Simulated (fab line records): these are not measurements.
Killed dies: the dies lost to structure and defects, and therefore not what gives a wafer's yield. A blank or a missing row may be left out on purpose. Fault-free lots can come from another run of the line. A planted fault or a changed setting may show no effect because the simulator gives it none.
fab line records    flow n5_finfet
record lots=11  wafers=30  last_day=18
route steps=1938 shown BEOL_M15@1806 PASSIVATION@1936
lots that met no fault: from a run of the same line without faults
start_h: hours from the record's first day to the start of the lot's first wafer shown    wait_h: hours from the lot's prior step to this one    " unchanged from the row above    L1.1+2: a single row standing in for several wafers    - no value, or no start given    * or withheld: withheld    < > ~ a bound
route shown NAME@n: names a module that has steps shown in the file, with the first one's number in the route    usual: mean and standard deviation over wafers with no fault    same: alike in all rows    chamber/n: place in a boat    sites: readings site by site    _std_site: their standard deviation    _edge_site: inner sites' mean taken away from outer sites' mean    radius_mm: for every site, how far away it sits from the centre of the wafer    mask NAME#n: copy n    behind: the tool/chamber that last shaped the wafer    hold: why the lot was held/for how many hours/how that ended    device: whichever transistor did not switch (one of n, p or np)    end of line: the route-end tests of the same wafers    a step without rows: its recipe alone    killed: dies that structure and defects cost at the first sort, which is not the same as the wafer's yield    map: dies across one wafer; x = killed, . = not, _ = none there
set.NAME: the setting as run; set.NAME@STEP: as run at that earlier step    model.NAME: the simulator's own value behind a step, which no gauge read
steps of the route over a sample of lots; a table a step, a row a wafer
services: when a tool's chamber went out of use (start_h, in hours from the record's first day, below 0 if earlier), for how many hours, and the reason
## steps
# step N5_BEOL_M15_INSPECT_30
# recipe mode=adi  inspect_instrument=macro
# usual raw_defect_count=2.0/1.5
lot.wafer  tool               chamber  start_h  wait_h  raw_defect_count
L711.3     defect_inspect-02  -        260.81   0.0     1
L711.4     "                  -        "        "       1
L711.5     "                  -        "        "       4
L712.3     defect_inspect-01  -        287.70   0.0     2
L712.4     "                  -        "        "       1
L712.6     "                  -        "        "       2
L714.5     defect_inspect-02  -        292.19   0.0     0
L714.6     "                  -        "        "       1
L716.1     defect_inspect-02  -        305.81   0.0     0
L716.5     "                  -        "        "       2
L720.1     defect_inspect-02  -        325.58   0.0     4
L720.2     "                  -        "        "       2
L723.3     defect_inspect-02  -        328.92   0.0     4
L723.4     "                  -        "        "       0
L723.5     "                  -        "        "       0
L719.2     defect_inspect-01  -        334.23   0.0     1
L719.3     "                  -        "        "       1
L719.4     "                  -        "        "       4
L724.2     defect_inspect-02  -        348.68   0.0     5
L724.4     "                  -        "        "       3
L724.5     "                  -        "        "       1
L731.1     defect_inspect-02  -        404.26   0.0     4
L731.4     "                  -        "        "       4
L731.5     "                  -        "        "       0
L733.1     defect_inspect-02  -        405.10   0.0     1
L733.3     "                  -        "        "       1
L733.6     "                  -        "        "       3
L732.1     defect_inspect-02  -        424.49   0.0     0
L732.3     "                  -        "        "       3
L732.5     "                  -        "        "       2
# step N5_BEOL_M15_TRENCH_ETCH_34
# recipe chemistry=C4F8/O2/Ar  target=SiO2  target_depth_a=8729.3  he_inner_torr=15  he_outer_torr=30  time_s=199  ion_energy_ev=800  pressure_mtorr=20  source_w=1905  bias_w=2040  Ar_flow_sccm=400  C4F8_flow_sccm=16  O2_flow_sccm=12
# usual bias_w=2040/6  drypump_motor_current_A=5.6/0.38  he_outer_torr=29.99/0.061  oes_product_au=0.78/0.098  rf_vpp_V=2209/52  showerhead_plenum_p_Torr=3.47/0.096  throttle_valve_pct=31.06/0.28
lot.wafer  tool         chamber  start_h  wait_h  bias_w  drypump_motor_current_A  he_outer_torr  oes_product_au  rf_hours_counter_h  rf_vpp_V  showerhead_plenum_p_Torr  throttle_valve_pct
L711.3     rie_diel-04  3        260.92   0.0     2036    5.2                      29.99          0.68            222                 2201      3.58                      31.38
L711.4     "            0        "        "       2038    6.1                      29.97          0.68            238                 2154      3.51                      30.96
L711.5     "            3        "        "       2038    5.2                      29.97          0.69            -                   2203      3.58                      31.42
L712.3     rie_diel-04  2        288.41   0.0     2036    5.7                      29.98          0.80            112                 2229      3.64                      31.27
L712.4     "            0        "        "       2036    6.0                      30.12          0.67            245                 2151      3.51                      30.99
L712.6     "            0        "        "       2042    6.1                      30.11          0.67            -                   2153      3.51                      30.98
L714.5     rie_diel-03  3        292.38   0.1     2042    6.0                      29.94          0.74            -                   2136      3.42                      31.02
L714.6     "            2        "        "       2044    5.7                      30.04          0.81            -                   2243      3.48                      30.77
L716.1     rie_diel-04  3        305.93   0.0     2048    5.2                      30.04          0.68            236                 2202      3.57                      31.41
L716.5     "            1        "        "       2053    5.8                      29.94          0.66            -                   2217      3.42                      31.65
L720.1     rie_diel-03  2        325.70   0.0     2045    5.6                      30.02          0.79            121                 2240      3.48                      30.75
L720.2     "            3        "        "       2042    6.0                      29.98          0.73            189                 2134      3.42                      31.02
L723.3     rie_diel-02  3        329.04   0.0     2044    5.1                      30.03          0.93            19                  2125      3.41                      30.90
L723.4     "            3        "        "       2037    5.1                      30.05          0.93            -                   2125      3.41                      30.91
L723.5     "            2        "        "       2041    5.4                      30.08          0.70            -                   2258      3.55                      30.73
L719.2     rie_diel-02  2        334.35   0.0     2037    5.4                      29.99          0.70            211                 2257      3.54                      30.74
L719.3     "            1        "        "       2049    6.5                      30.01          0.69            243                 2229      3.40                      30.97
L719.4     "            3        "        "       2048    5.1                      29.92          0.94            21                  2124      3.41                      30.90
L724.2     rie_diel-02  2        348.85   0.1     2044    5.4                      29.98          0.69            217                 2260      3.54                      30.74
L724.4     "            3        "        "       2049    5.1                      29.92          0.92            -                   2124      3.40                      30.92
L724.5     "            2        "        "       2030    5.4                      29.88          0.69            -                   2257      3.54                      30.75
L731.1     rie_diel-02  2        404.42   0.0     2040    5.4                      30.07          0.69            236                 2258      3.53                      30.77
L731.4     "            1        "        "       2038    6.5                      30.06          0.97            7                   2229      3.39                      30.86
L731.5     "            3        "        "       2035    5.1                      30.11          0.88            -                   2123      3.39                      30.93
L733.1     rie_diel-03  2        405.22   0.0     2032    5.6                      29.95          0.78            142                 2241      3.47                      30.78
L733.3     "            0        "        "       2043    5.6                      30.00          0.85            72                  2276      3.35                      30.67
L733.6     "            1        "        "       2032    4.9                      30.01          0.83            -                   2217      3.35                      31.19
L732.1     rie_diel-03  1        424.62   0.0     2038    4.9                      29.96          0.81            79                  2217      3.35                      31.19
L732.3     "            0        "        "       2040    5.6                      29.85          0.83            78                  2274      3.35                      30.67
L732.5     "            2        "        "       2037    5.6                      30.07          0.77            -                   2239      3.46                      30.78
# step N5_BEOL_M15_SPUTTER_43
# recipe material=TaN  target_thk_a=150  temp_c=50  bias_v=168.6  power_w=15000  chamber_pressure_pa=0.12  time_s=24.19
# usual throttle_valve_pct=29.8/0.89
lot.wafer  tool            chamber  start_h  wait_h  throttle_valve_pct
L711.3     pvd_sputter-02  -        268.91   0.0     29.8
L711.4     "               -        "        "       30.7
L711.5     "               -        "        "       30.1
L712.3     pvd_sputter-03  -        291.18   0.0     28.7
L712.4     "               -        "        "       30.8
L712.6     "               -        "        "       29.2
L714.5     pvd_sputter-02  -        296.68   0.0     28.0
L714.6     "               -        "        "       29.9
L716.1     pvd_sputter-02  -        308.89   0.0     29.9
L716.5     "               -        "        "       30.2
L720.1     pvd_sputter-03  -        329.05   0.0     29.3
L720.2     "               -        "        "       31.2
L723.3     pvd_sputter-02  -        330.19   0.0     28.4
L723.4     "               -        "        "       30.1
L723.5     "               -        "        "       28.3
L719.2     pvd_sputter-03  -        337.01   0.0     30.7
L719.3     "               -        "        "       29.3
L719.4     "               -        "        "       28.5
L724.2     pvd_sputter-03  -        350.98   0.0     29.0
L724.4     "               -        "        "       30.9
L724.5     "               -        "        "       29.3
L724.2     pvd_sputter-03  -        351.26   0.2     29.4
L724.4     "               -        "        "       31.0
L724.5     "               -        "        "       29.5
L733.1     pvd_sputter-01  -        407.11   0.0     30.4
L733.3     "               -        "        "       30.3
L733.6     "               -        "        "       30.7
L731.1     pvd_sputter-01  -        407.47   0.0     30.2
L731.4     "               -        "        "       30.2
L731.5     "               -        "        "       30.3
L732.1     pvd_sputter-02  -        428.55   0.0     29.8
L732.3     "               -        "        "       30.8
L732.5     "               -        "        "       30.1
# step N5_BEOL_M15_CMP_49
# recipe stop_on=SiO2  t_overpolish_s=4.9  down_force_psi=2  platen_rpm=80  clearing_platen_down_force_psi=2  clearing_platen_rpm=80  post_cmp_clean=cu_alkaline  target_thk_nm=850  clearing_platen_pad_velocity_m_s=1.5917  pad_velocity_m_s=1.5917
# usual barrier_field_endpoint_s=11.48/0.28  motor_current_A=7.7/0.85  overpolish_run_s=4.900/0.0095  retaining_ring_pressure_frac=1.000/0.0051
lot.wafer  tool    chamber  start_h  wait_h  barrier_field_endpoint_s  motor_current_A  overpolish_run_s  retaining_ring_pressure_frac
L711.3     cmp-01  2        270.31   0.2     11.61                     8.0              4.913             0.999
L711.4     "       0        "        "       11.67                     6.8              4.897             1.003
L711.5     "       1        "        "       11.93                     7.1              4.895             0.992
L712.4     cmp-02  3        292.03   0.2     11.25                     6.1              4.898             1.007
L712.3     "       1        "        "       11.24                     8.7              4.897             1.000
L712.6     "       2        "        "       11.35                     7.9              4.909             1.012
L714.6     cmp-03  2        297.68   0.2     11.09                     8.8              4.908             1.006
L714.5     "       3        "        "       11.14                     7.7              4.903             0.993
L716.1     cmp-01  1        309.80   0.3     11.27                     6.5              4.907             1.008
L716.5     "       3        "        "       10.86                     8.2              4.901             1.006
L720.1     cmp-01  1        329.87   0.3     11.33                     6.4              4.909             1.000
L720.2     "       0        "        "       11.20                     7.0              4.909             1.002
L723.3     cmp-03  3        331.10   0.2     11.45                     7.8              4.911             0.997
L723.4     "       0        "        "       11.49                     8.0              4.890             1.004
L723.5     "       2        "        "       11.19                     9.0              4.890             0.997
L719.4     cmp-01  3        337.84   0.1     11.37                     8.2              4.890             0.998
L719.3     "       0        "        "       11.59                     7.1              4.904             0.992
L719.2     "       2        "        "       11.70                     8.0              4.902             0.998
L724.4     cmp-03  2        352.12   0.1     17.07                     8.7              4.895             0.996
L724.2     "       0        "        "       17.56                     7.5              4.890             0.997
L724.5     "       3        "        "       16.93                     7.7              4.912             0.999
L733.3     cmp-03  2        407.93   0.2     11.50                     9.3              4.902             0.995
L733.1     "       1        "        "       11.81                     8.4              4.891             1.003
L733.6     "       2        "        "       11.41                     8.3              4.909             1.003
L731.4     cmp-02  2        408.34   0.2     11.57                     7.9              4.895             0.994
L731.1     "       0        "        "       11.53                     7.4              4.905             1.008
L731.5     "       2        "        "       11.27                     8.6              4.888             0.988
L732.3     cmp-02  2        429.40   0.2     11.55                     8.5              4.882             1.000
L732.1     "       1        "        "       11.53                     8.4              4.907             0.994
L732.5     "       3        "        "       11.23                     6.0              4.908             1.007
# step N5_BEOL_M15_RS_MEAS_54
# recipe thk_meas_gauge=four-point-probe  reads=Cu_of_BEOL_M15_ECD_47+Ta_of_BEOL_M15_SPUTTER_44+TaN_of_BEOL_M15_SPUTTER_43
# usual M15_RS=0.0217/0.00062
lot.wafer  tool           chamber  start_h  wait_h  M15_RS[ohm/sq]
L711.3     film_metro-02  -        270.70   0.1     0.0218
L711.4     "              -        "        "       0.0235
L711.5     "              -        "        "       0.0216
L712.3     film_metro-01  -        292.42   0.1     0.0211
L712.4     "              -        "        "       0.0232
L712.6     "              -        "        "       0.0233
L714.5     film_metro-02  -        297.96   0.0     0.0224
L714.6     "              -        "        "       0.0215
L716.1     film_metro-01  -        310.14   0.0     0.0218
L716.5     "              -        "        "       0.0225
L720.1     film_metro-01  -        330.29   0.0     0.0218
L720.2     "              -        "        "       0.0226
L723.3     film_metro-02  -        331.49   0.1     0.0209
L723.4     "              -        "        "       0.0208
L723.5     "              -        "        "       0.0224
L719.2     film_metro-01  -        338.26   0.1     0.0220
L719.3     "              -        "        "       0.0220
L719.4     "              -        "        "       0.0207
L724.2     film_metro-01  -        352.55   0.1     0.0226
L724.4     "              -        "        "       0.0212
L724.5     "              -        "        "       0.0226
L733.1     film_metro-02  -        408.35   0.0     0.0216
L733.3     "              -        "        "       0.0212
L733.6     "              -        "        "       0.0218
L731.1     film_metro-02  -        408.73   0.0     0.0219
L731.4     "              -        "        "       0.0204
L731.5     "              -        "        "       0.0208
L732.1     film_metro-01  -        429.83   0.0     0.0217
L732.3     "              -        "        "       0.0214
L732.5     "              -        "        "       0.0217
# step N5_PASSIVATION_PROBE_49
# usual defect_limited_yield=91.0/1.4  killed_at_M0_to_M3=36/9.6  killed_at_M4_up=14/6.1  killed_at_contacts=13/6.6  killed_at_front_end=40/11  killed_at_other=3.2/2.9  killed_dies=106/17  killed_open=71/12  killed_short=33/7.3  sort_bin_4_leakage=0.02/0.11  sort_bin_5_function=5.3/1  sort_bin_6_memory=3.4/0.68  sort_bin_8_speed=0.0/0.51  sort_n_pass=1073/19  sort_yield_pct=91.0/1.6
# same gross_dies=1180  killed_at_back_side=0
lot.wafer  tool       chamber  start_h  wait_h  defect_limited_yield[%]  killed_at_M0_to_M3  killed_at_M4_up  killed_at_contacts  killed_at_front_end  killed_at_other  killed_dies  killed_open  killed_short  sort_bin_4_leakage[%]  sort_bin_5_function[%]  sort_bin_6_memory[%]  sort_bin_8_speed[%]  sort_n_pass  sort_yield_pct[%]
L712.3     prober-01  -        305.89   0.1     92.3                     33                  21               9                   27                   1                91           57           30            0                      4.3                     3.1                   0                    1089         92.3
L712.4     prober-01  -        305.94   0.2     90.2                     21                  14               34                  44                   3                116          86           30            0                      5.3                     4.2                   0                    1064         90.2
L712.6     prober-01  -        306.04   0.3     91.5                     20                  15               8                   53                   4                100          62           36            0                      5.4                     2.5                   0                    1080         91.5
L720.1     prober-02  -        346.84   0.0     91.9                     36                  19               1                   38                   2                96           59           37            0                      3.7                     3.7                   0                    1084         91.9
L720.2     prober-02  -        346.89   0.1     90.1                     39                  10               6                   55                   7                117          79           33            0                      6.4                     3.1                   0                    1063         90.1
L719.2     prober-02  -        353.65   0.1     90.9                     27                  16               28                  35                   1                107          69           34            0                      5.1                     3.6                   0                    1073         90.9
L719.3     prober-02  -        353.70   0.1     91.5                     40                  8                24                  28                   0                100          64           36            0                      5.3                     3.2                   0                    1080         91.5
L719.4     prober-02  -        353.75   0.2     89.7                     46                  19               15                  38                   3                121          84           33            0                      6.9                     3.2                   0                    1059         89.7
L724.2     prober-02  -        365.99   0.1     90.3                     45                  14               16                  37                   2                114          73           40            0                      6.6                     2.7                   0                    1066         90.3
L724.4     prober-02  -        366.09   0.2     91.6                     40                  15               12                  30                   2                99           51           48            0                      4.7                     3.3                   0                    1081         91.6
L724.5     prober-02  -        366.14   0.2     90.0                     34                  20               23                  33                   8                118          81           35            0                      6.5                     3.1                   0                    1062         90.0
L732.1     prober-02  -        443.20   0.1     92.0                     48                  8                9                   27                   2                94           72           22            0                      4.8                     2.9                   0                    1086         92.0
L732.3     prober-02  -        443.30   0.2     88.9                     68                  10               3                   46                   4                131          91           38            0                      5.8                     5.0                   0                    1049         88.9
L732.5     prober-02  -        443.40   0.3     92.9                     24                  16               7                   35                   2                84           54           28            0                      4.3                     2.5                   0                    1096         92.9
# killed by level:class
L712.3 BEOL_M4:geometric_particle:open=10 MOL_CONTACT_COAG:geometric_particle:open=7 BEOL_M1:geometric_particle:open=7 STI_FIN_REVEAL:geometric_particle:open=6 BEOL_M0_SAQP:geometric_particle:open=5 FIN_SAQP:geometric_particle:short=4 BEOL_M2:geometric_particle:open=4 BEOL_M2:geometric_particle:short=4
L712.4 MOL_CONTACT_COAG:geometric_particle:open=27 STI_FIN_REVEAL:geometric_particle:open=23 MOL_CONTACT_COAG:geometric_particle:short=7 BEOL_M2:geometric_particle:open=7 BEOL_M4:geometric_particle:open=7 FIN_SAQP:geometric_particle:open=5 FIN_SAQP:geometric_particle:short=3 STI_FIN_REVEAL:geometric_particle:short=3
L712.6 STI_FIN_REVEAL:geometric_particle:open=15 FIN_SAQP:geometric_particle:open=8 DUMMY_GATE:geometric_particle:open=7 GATE_CUT:geometric_particle:short=7 MOL_CONTACT_COAG:geometric_particle:open=7 FIN_SAQP:geometric_particle:short=6 BEOL_M5:geometric_particle:open=5 BEOL_M0_SAQP:geometric_particle:short=4
L720.1 BEOL_M3:geometric_particle:open=11 BEOL_M4:geometric_particle:open=11 BEOL_M0_SAQP:geometric_particle:open=9 BEOL_M0_SAQP:geometric_particle:short=6 BEOL_M2:geometric_particle:open=5 STI_FIN_REVEAL:geometric_particle:open=4 DUMMY_GATE:geometric_particle:short=4 SPACER0:geometric_particle:short=4
L720.2 FIN_SAQP:geometric_particle:open=19 BEOL_M0_SAQP:geometric_particle:open=9 FIN_SAQP:geometric_particle:short=8 BEOL_M3:geometric_particle:open=8 DUMMY_GATE:geometric_particle:open=6 MOL_CONTACT_COAG:geometric_particle:open=6 BEOL_M2:geometric_particle:open=6 BEOL_M1:geometric_particle:open=5
L719.2 MOL_CONTACT_COAG:geometric_particle:open=22 BEOL_M2:geometric_particle:open=8 GATE_CUT:geometric_particle:short=6 BEOL_M5:geometric_particle:open=6 DUMMY_GATE:geometric_particle:open=5 MOL_CONTACT_COAG:geometric_particle:short=5 DUMMY_GATE:geometric_particle:short=4 GATE_CUT:geometric_particle:open=4
L719.3 MOL_CONTACT_COAG:geometric_particle:open=18 GATE_CUT:geometric_particle:short=7 BEOL_M0_SAQP:geometric_particle:open=7 BEOL_M0_SAQP:geometric_particle:short=7 STI_FIN_REVEAL:geometric_particle:open=6 MOL_CONTACT_COAG:geometric_particle:short=6 BEOL_M3:geometric_particle:short=6 BEOL_M2:geometric_particle:open=5
L719.4 BEOL_M1:geometric_particle:open=11 MOL_CONTACT_COAG:geometric_particle:open=11 BEOL_M2:geometric_particle:open=11 STI_FIN_REVEAL:geometric_particle:open=6 BEOL_M0_SAQP:geometric_particle:short=6 BEOL_M0_SAQP:geometric_particle:open=6 BEOL_M3:geometric_particle:open=6 BEOL_M5:geometric_particle:open=6
L724.2 BEOL_M3:geometric_particle:open=13 MOL_CONTACT_COAG:geometric_particle:open=11 BEOL_M1:geometric_particle:open=11 GATE_CUT:geometric_particle:short=9 BEOL_M0_SAQP:geometric_particle:short=9 FIN_SAQP:geometric_particle:short=6 BEOL_M0_SAQP:geometric_particle:open=6 GATE_CUT:geometric_particle:open=5
L724.4 BEOL_M0_SAQP:geometric_particle:short=12 GATE_CUT:geometric_particle:short=7 MOL_CONTACT_COAG:geometric_particle:open=7 BEOL_M0_SAQP:geometric_particle:open=7 BEOL_M4:geometric_particle:open=7 MOL_CONTACT_COAG:geometric_particle:short=5 ILD0:geometric_particle:short=5 ILD0:geometric_particle:open=5
L724.5 MOL_CONTACT_COAG:geometric_particle:open=16 BEOL_M2:geometric_particle:open=13 STI_FIN_REVEAL:geometric_particle:open=9 BEOL_M4:geometric_particle:open=9 MOL_CONTACT_COAG:geometric_particle:short=7 BEOL_M0_SAQP:geometric_particle:short=6 FIN_SAQP:geometric_particle:open=4 BEOL_M0_SAQP:geometric_particle:open=4
L732.1 BEOL_M2:geometric_particle:open=18 BEOL_M1:geometric_particle:open=15 STI_FIN_REVEAL:geometric_particle:open=12 BEOL_M0_SAQP:geometric_particle:open=6 MOL_CONTACT_COAG:geometric_particle:open=5 BEOL_M4:geometric_particle:open=5 GATE_CUT:geometric_particle:short=4 MOL_CONTACT_COAG:geometric_particle:short=4
L732.3 BEOL_M1:geometric_particle:open=19 BEOL_M0_SAQP:geometric_particle:open=14 GATE_CUT:geometric_particle:open=12 BEOL_M2:geometric_particle:open=11 STI_FIN_REVEAL:geometric_particle:open=9 BEOL_M0_SAQP:geometric_particle:short=8 BEOL_M4:geometric_particle:open=6 GATE_CUT:geometric_particle:short=6
L732.5 GATE_CUT:geometric_particle:short=7 BEOL_M0_SAQP:geometric_particle:short=6 MOL_CONTACT_COAG:geometric_particle:open=6 BEOL_M4:geometric_particle:open=6 BEOL_M1:geometric_particle:open=5 BEOL_M2:geometric_particle:open=5 FIN_SAQP:geometric_particle:open=4 DUMMY_GATE:geometric_particle:open=4
## services
tool            chamber  start_h  hours  kind
rie_diel-02     3        250.70   -      clean
rie_diel-02     3        250.70   -      consumable_replace:focus_ring
rie_diel-02     3        250.70   20.8   scheduled_down
cmp-02          -        293.71   4.0    pm
pvd_sputter-01  -        302.54   1.3    repair
cmp-02          -        314.48   2.0    repair
cmp-01          -        322.34   1.7    repair
rie_diel-02     1        325.70   5.8    repair
pvd_sputter-01  -        331.05   9.3    repair
rie_diel-02     -        336.72   1.5    repair
rie_diel-02     0        338.68   16.4   repair
cmp-03          -        341.78   1.0    repair
rie_diel-02     1        345.34   5.4    repair
rie_diel-03     1        345.36   16.0   repair
cmp-03          -        345.64   2.1    repair
cmp-03          -        367.94   4.1    repair
rie_diel-03     0        377.86   4.7    repair
pvd_sputter-03  -        386.79   2.2    repair
pvd_sputter-02  -        391.45   3.8    repair
cmp-02          -        392.56   2.7    repair
rie_diel-02     -        411.01   2.8    pm
pvd_sputter-01  -        412.00   0.5    repair
rie_diel-03     -        417.58   2.8    pm
cmp-03          -        425.43   2.3    repair
## key
first_sign step=N5_BEOL_M15_SPUTTER_43  reading=visit  direction=added
effect step=N5_BEOL_M15_CMP_49  reading=barrier_field_endpoint_s  direction=up  sigmas=20  usual=11.48  struck=17.18
met_at N5_BEOL_M15_SPUTTER_43
struck_lots L724
not_acting_at N5_BEOL_M15_INSPECT_30,N5_BEOL_M15_TRENCH_ETCH_34,N5_BEOL_M15_RS_MEAS_54
fault kind=repeated_step_whole  tool=pvd_sputter-01,pvd_sputter-02,pvd_sputter-03  chamber=-  onset_h=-  steps=N5_BEOL_M15_SPUTTER_43  times=1  scope=struck_lots_only
